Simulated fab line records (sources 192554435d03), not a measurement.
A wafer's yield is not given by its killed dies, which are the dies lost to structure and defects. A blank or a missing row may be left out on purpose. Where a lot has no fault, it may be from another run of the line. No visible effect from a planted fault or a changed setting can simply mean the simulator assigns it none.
Split-lot experiment | flow n5-finfet | on a route of 1938 steps: 7 lots, 21 wafers read

SPLIT DETAILS
At N5_FIN_CUT_COAT_19 (time 60 s, resist thk 20 nm), the setting spin-rpm was moved away from the recipe's 1500 rpm on 4 of the 21 wafers read, by -10.2% to +10.5%. The other wafers ran this setting at the recipe's value.

FROM THE SPLIT TO THE READING: what the file shows between them, 5 steps
- N5_FIN_CUT_COAT_29: time 60 s, resist thk 10 nm
- N5_FIN_CUT_COAT_02: resist thk 30 nm
- N5_FIN_CUT_DESCUM_13: chemistry O2, time 7 s
- N5_FIN_CUT_ETCH_30: etches underlayer in N2/H2, target depth 13 nm, time 10.4 s
- N5_FIN_CUT_ETCH_20: etches SiARC in CF4, target depth 26 nm, time 43.3 s

THE READING
SiARC_of_FIN_CUT_COAT_19.thk-nm (the simulator's own value, which no gauge read), in nm, at N5_FIN_CUT_ETCH_21 (etches SOC in N2/H2, target depth 219 nm, overetch 43.8 nm, time 523.5 s). The file gives no usual value for it. The 17 wafers here that ran the recipe average 11.8 nm, standard deviation 0.18 nm.

wafer  | tool, chamber at the split | spin-rpm as run, rpm | against the recipe | SiARC_of_FIN_CUT_COAT_19.thk-nm, nm | against lot-mates on the recipe
L081.1 | litho-track-05, 0          | 1500                 | recipe             | 12.2                                | -
L081.2 | litho-track-05, 0          | 1500                 | recipe             | 11.8                                | -
L081.4 | litho-track-05, 0          | 1500                 | recipe             | 11.8                                | -
L083.1 | litho-track-01, 0          | 1500                 | recipe             | 12.4                                | -
L083.2 | litho-track-01, 0          | 1658                 | +10.5%             | 11                                  | -1.1
L083.5 | litho-track-01, 0          | 1500                 | recipe             | 11.8                                | -
L084.1 | litho-track-04, 0          | 1500                 | recipe             | 11.8                                | -
L084.5 | litho-track-04, 0          | 1500                 | recipe             | 11.8                                | -
L084.6 | litho-track-04, 0          | 1500                 | recipe             | 11.8                                | -
L086.2 | litho-track-01, 0          | 1500                 | recipe             | 11.8                                | -
L086.3 | litho-track-01, 0          | 1500                 | recipe             | 11.8                                | -
L086.4 | litho-track-01, 0          | 1500                 | recipe             | 11.8                                | -
L088.1 | litho-track-05, 0          | 1500                 | recipe             | 11.8                                | -
L088.3 | litho-track-05, 0          | 1500                 | recipe             | 11.8                                | -
L088.6 | litho-track-05, 0          | 1412                 | -5.9%              | 12.4                                | +0.6
L091.4 | litho-track-01, 0          | 1500                 | recipe             | 11.6                                | -
L091.6 | litho-track-01, 0          | 1500                 | recipe             | 11.6                                | -
L091.5 | litho-track-01, 0          | 1347                 | -10.2%             | 13                                  | +1.4
L093.1 | litho-track-04, 0          | 1551                 | +3.4%              | 11.6                                | -0.2
L093.3 | litho-track-04, 0          | 1500                 | recipe             | 11.8                                | -
L093.5 | litho-track-04, 0          | 1500                 | recipe             | 11.8                                | -

THE FIT
A straight line over all 21 wafers: SiARC_of_FIN_CUT_COAT_19.thk-nm changes by -0.0948 nm for each +1% of spin-rpm; r = -0.89; the points scatter about the line by 0.18 nm.
The same after taking each lot's own level away (the mean of its wafers on the recipe; 21 wafers): -0.115 nm for each +1%; r = -0.95; scatter 0.14 nm.
On that fit, the largest move of spin-rpm shifts the reading by 1.2 nm.
From 11.60 to 12.10 nm: that is the span of the lots' own levels, equal to 2.7 times the standard deviation above.
Thus the slope moves with the lot-to-lot level: the two fits are different.
Check: with one of the wafers moved furthest among these (+10.5%) left out of the fit, the line predicts -1.27 nm for it against its lot-mates. It came out at -1.1 nm against them.

THE OTHER SPLITS THESE WAFERS WENT THROUGH
Note: prior to the reading, these wafers also went through further splits. Each is held against what the fit with the lots' levels taken away leaves over:
other split on the same wafers        | wafers away from the commonest value | r with SiARC_of_FIN_CUT_COAT_19.thk-nm (lot level and that fit taken away)
N5_ZERO_LAYER_PECVD_02 time-s         | 4                                    | +0.00
N5_WELL_APT_EXPOSE_05 dose-mj         | 5                                    | +0.45
N5_WELL_APT_DEVELOP_07 develop-time-s | 9                                    | -0.11
N5_FIN_SAQP_PEB_14 peb-time-s         | 5                                    | +0.17

THE WHOLE CHAIN: every reading that the file lists as answering this split, in the file's order
step               | what it does                                                             | reading                                                                          | change (the file's fit)                | r (the file's)
N5_FIN_CUT_COAT_19 | time 60 s, resist thk 20 nm                                              | SiARC_of_FIN_CUT_COAT_19.thk-nm (the simulator's own value, which no gauge read) | -0.0981 nm for each +1% of the setting | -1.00
N5_FIN_CUT_ETCH_20 | etches SiARC in CF4, target depth 26 nm, time 43.3 s                     | etch.depth-nm (the simulator's own value, which no gauge read)                   | -0.103 nm for each +1% of the setting  | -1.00
N5_FIN_CUT_ETCH_21 | etches SOC in N2/H2, target depth 219 nm, overetch 43.8 nm, time 523.5 s | SiARC_of_FIN_CUT_COAT_19.thk-nm (the simulator's own value, which no gauge read) | -0.115 nm for each +1% of the setting  | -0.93

THE FILE'S OWN FIT
SiARC_of_FIN_CUT_COAT_19.thk-nm changes by -0.115 nm for each +1% of spin-rpm, r = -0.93.
